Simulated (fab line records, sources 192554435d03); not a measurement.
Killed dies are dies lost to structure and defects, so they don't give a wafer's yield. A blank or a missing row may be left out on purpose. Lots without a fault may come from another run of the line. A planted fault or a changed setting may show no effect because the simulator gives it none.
Which tool did it? | flow n5_finfet | 10 lots, 30 wafers sampled, at 5 steps of a route of 1938

WHAT THE GAUGES READ, wafer by wafer
N5_SD_EPI_N_CD_MEAS_09: target cd 120 nm.
lot  | measured    | on        | cd_nm (nm)
L982 | day 2 22:59 | cd_sem-01 | 119.8 119.6 119.6
L983 | day 3 05:29 | cd_sem-03 | 120.2 119.5 120.2
L987 | day 4 08:16 | cd_sem-03 | 120.0 119.8 120.5
L995 | day 6 09:02 | cd_sem-02 | 120.2 120.0 120.4
L998 | day 7 01:35 | cd_sem-03 | 120.7 120.7 120.1
L999 | day 7 09:25 | cd_sem-01 | 119.3 119.8 119.8
L101 | day 7 20:49 | cd_sem-01 | 119.6 119.5 119.0
L103 | day 8 05:57 | cd_sem-02 | 119.5 120.0 120.1
L104 | day 8 15:03 | cd_sem-02 | 119.9 119.9 119.0
L105 | day 8 19:05 | cd_sem-02 | 119.2 119.1 120.0

N5_SD_EPI_N_EPI_MEAS_23.
lot  | measured    | on            | thk_nm (nm)
L982 | day 3 02:38 | film_metro-01 | 59.2 59.2 59.5
L983 | day 3 09:31 | film_metro-01 | 58.6 57.6 59.5
L987 | day 4 11:51 | film_metro-02 | 60.2 58.9 59.2
L995 | day 6 12:31 | film_metro-02 | 58.9 57.7 57.1
L998 | day 7 06:07 | film_metro-02 | 58.4 59.5 57.8
L999 | day 7 13:31 | film_metro-02 | 59.9 57.6 59.0
L101 | day 8 00:17 | film_metro-01 | 59.1 57.0 58.1
L103 | day 8 09:25 | film_metro-01 | 58.8 60.6 60.9
L104 | day 8 18:37 | film_metro-02 | 56.7 59.7 58.9
L105 | day 8 22:37 | film_metro-02 | 60.0 60.6 59.5

N5_BEOL_M4_RC_MEAS_101.
lot  | measured     | on        | DIBL_N (mV/V)  | DIBL_P (mV/V)  | IOFF_N (nA/um)    | IOFF_P (nA/um)    | ION_N (uA/um) | ION_P (uA/um) | SS_N (mV/dec)  | SS_P (mV/dec)  | VT_N (mV)   | VT_P (mV)
L982 | day 9 06:28  | prober-01 | 35.5 38.7 37.8 | 32.1 36.9 35.6 | 0.117 0.175 0.158 | 0.181 0.263 0.238 | 667 674 680   | 459 463 465   | 71.3 72.3 72.1 | 73.0 73.6 74.2 | 259 249 251 | -252.0 -247.5 -249.4
L983 | day 9 10:19  | prober-01 | 36.4 34.4 35.7 | 38.4 36.0 37.3 | 0.172 0.147 0.159 | 0.220 0.183 0.201 | 680 676 680   | 464 466 463   | 71.4 71.8 71.4 | 73.1 73.3 73.2 | 248 251 252 | -247.6 -254.1 -251.3
L987 | day 10 07:53 | prober-01 | 33.9 35.9 34.0 | 35.1 38.1 34.8 | 0.142 0.189 0.141 | 0.200 0.241 0.192 | 676 688 663   | 467 465 462   | 71.2 72.3 70.7 | 72.2 73.4 72.0 | 248 245 251 | -251.3 -246.9 -251.6
L995 | day 12 11:01 | prober-01 | 39.9 36.8 38.7 | 36.8 32.7 35.2 | 0.185 0.114 0.155 | 0.245 0.179 0.214 | 683 657 676   | 464 461 465   | 70.8 70.9 71.2 | 73.8 72.2 73.6 | 248 254 250 | -249.2 -251.9 -249.4
L998 | day 13 01:37 | prober-01 | 37.7 37.9 38.8 | 38.4 38.2 40.0 | 0.171 0.176 0.190 | 0.213 0.225 0.240 | 681 681 691   | 467 465 463   | 71.7 72.3 71.6 | 73.4 73.7 73.7 | 250 249 249 | -251.3 -249.6 -248.2
L999 | day 13 13:28 | prober-01 | 37.7 36.4 38.5 | 37.1 35.4 38.0 | 0.167 0.154 0.188 | 0.210 0.189 0.223 | 682 687 690   | 461 463 471   | 71.6 71.4 71.9 | 74.3 73.1 73.9 | 249 249 245 | -251.9 -252.3 -251.3
L101 | day 13 23:07 | prober-02 | 34.7 34.6 33.9 | 36.0 35.4 34.7 | 0.134 0.130 0.116 | 0.192 0.187 0.168 | 678 661 665   | 465 459 456   | 71.1 71.7 71.0 | 72.3 72.1 72.4 | 252 251 254 | -251.0 -251.1 -252.2
L103 | day 14 05:38 | prober-01 | 37.2 38.5 36.9 | 37.8 37.8 36.5 | 0.178 0.199 0.160 | 0.224 0.230 0.202 | 680 683 681   | 465 464 466   | 71.8 72.1 71.9 | 73.4 73.7 73.5 | 246 247 248 | -249.6 -250.2 -252.1
L104 | day 14 15:42 | prober-02 | 37.2 36.8 35.9 | 38.6 37.0 35.9 | 0.187 0.166 0.152 | 0.259 0.228 0.212 | 685 671 675   | 477 465 467   | 72.3 72.1 71.6 | 73.5 74.1 73.8 | 246 248 249 | -249.3 -249.0 -250.1
L105 | day 15 06:20 | prober-02 | 37.0 35.1 36.8 | 38.0 36.5 38.2 | 0.164 0.139 0.174 | 0.233 0.205 0.235 | 669 669 676   | 468 465 467   | 71.6 71.4 71.8 | 73.6 72.4 72.8 | 250 252 249 | -249.7 -248.6 -249.1

WHICH TOOL RAN EACH LOT (tool, then ch and the chambers of the sampled wafers, then the start)
lot  | N5_SD_EPI_N_ETCH_45               | N5_SD_EPI_N_PRECLEAN_49
L982 | rie_diel-02 ch 0,1,2, day 2 23:46 | remote_plasma-01 ch 1, day 3 02:47
L983 | rie_diel-02 ch 0,2,3, day 3 06:37 | remote_plasma-01 ch 1, day 3 09:39
L987 | rie_diel-03 ch 0,1,2, day 4 08:59 | remote_plasma-01 ch 1, day 4 11:57
L995 | rie_diel-05 ch 0,2,3, day 6 09:38 | remote_plasma-02 ch 0, day 6 12:37
L998 | rie_diel-05 ch 0,3, day 7 02:29   | remote_plasma-01 ch 0, day 7 06:13
L999 | rie_diel-03 ch 1,3, day 7 10:01   | remote_plasma-01 ch 1, day 7 13:39
L101 | rie_diel-03 ch 2,3, day 7 21:25   | remote_plasma-02 ch 0, day 8 00:29
L103 | rie_diel-02 ch 0,3, day 8 06:33   | remote_plasma-01 ch 1, day 8 09:34
L104 | rie_diel-05 ch 0,1,3, day 8 15:43 | remote_plasma-02 ch 1, day 8 18:43
L105 | rie_diel-05 ch 1,2,3, day 8 19:43 | remote_plasma-02 ch 1, day 8 22:44
- N5_SD_EPI_N_ETCH_45: etches SiOCN in CH3F/O2, target depth 6 nm.
- N5_SD_EPI_N_PRECLEAN_49: cleans in NF3:NH3, afs cycles 1, time 20 s, sublimation time 60 s.

WHAT THE TOOLS THEMSELVES READ (means of the sampled wafers that have a number; where no wafer has one, the mark that the record gives instead)
N5_SD_EPI_N_ETCH_45.
lot  | tool        | drypump_motor_current_A (A) | oes_product_au (a.u.) | rf_vpp_V (V) | showerhead_plenum_p_Torr (Torr) | throttle_valve_pct (%)
L982 | rie_diel-02 | 5.7                         | 0.73                  | 127.5        | 1.98                            | 23.48
L983 | rie_diel-02 | 6.0                         | 0.79                  | 128.0        | 2.03                            | 23.48
L987 | rie_diel-03 | 6.3                         | 0.72                  | 128.0        | 2.00                            | 23.34
L995 | rie_diel-05 | 6.0                         | 0.74                  | 128.3        | 2.07                            | 23.30
L998 | rie_diel-05 | 6.2                         | 0.74                  | 127.9        | 2.08                            | 23.44
L999 | rie_diel-03 | 6.3                         | 0.76                  | 127.4        | 2.02                            | 23.25
L101 | rie_diel-03 | 5.9                         | 0.84                  | 128.0        | 2.08                            | 23.48
L103 | rie_diel-02 | 5.9                         | 0.80                  | 127.6        | 2.09                            | 23.49
L104 | rie_diel-05 | 5.6                         | 0.78                  | 127.4        | 2.03                            | 23.37
L105 | rie_diel-05 | 5.7                         | 0.77                  | 127.0        | 2.02                            | 23.22

N5_SD_EPI_N_PRECLEAN_49.
lot  | tool             | rf_power_w (W) | temp_c (C)
L982 | remote_plasma-01 | 30.04          | 30.11
L983 | remote_plasma-01 | 30.04          | 30.01
L987 | remote_plasma-01 | 29.91          | 31.44
L995 | remote_plasma-02 | 29.95          | 30.08
L998 | remote_plasma-01 | 30.09          | 29.95
L999 | remote_plasma-01 | 29.91          | 30.02
L101 | remote_plasma-02 | 29.96          | 29.93
L103 | remote_plasma-01 | 29.97          | 29.96
L104 | remote_plasma-02 | 29.94          | 29.94
L105 | remote_plasma-02 | 30.03          | 29.86

THE ANSWER, worked out from the rows above alone
Rule: what is usual is taken from the lots themselves. Put in order of their means at a reading, lots are off if they are a third of the lots or fewer, leave a main group of 4 or more, and stand apart from it by a gap of 3 or more times the standard deviation of the main group's means; of several such gaps the widest counts. A main group whose means are all the same, to the digits that the tables above print for the reading, isn't used. A lot without any number at a reading at which 4 lots or more have one is off too. The other lots that the step has rows for count as sound. The gauges are gone through in route order, then the tools' own readings, and for those a lot's mean is taken as printed above. The first step at which some lot is off is used, and at that step the reading that is off furthest; a lot without a number counts as furthest.
Off: L987, at N5_SD_EPI_N_PRECLEAN_49 (temp_c). The main group: mean 29.98 C, standard deviation 0.074.
A tool fits if, at that step or a process step before it, it ran every lot that is off, and no sound lot after the first of them. None of those tried fits.

WHAT THE SIMULATOR HAD PUT IN
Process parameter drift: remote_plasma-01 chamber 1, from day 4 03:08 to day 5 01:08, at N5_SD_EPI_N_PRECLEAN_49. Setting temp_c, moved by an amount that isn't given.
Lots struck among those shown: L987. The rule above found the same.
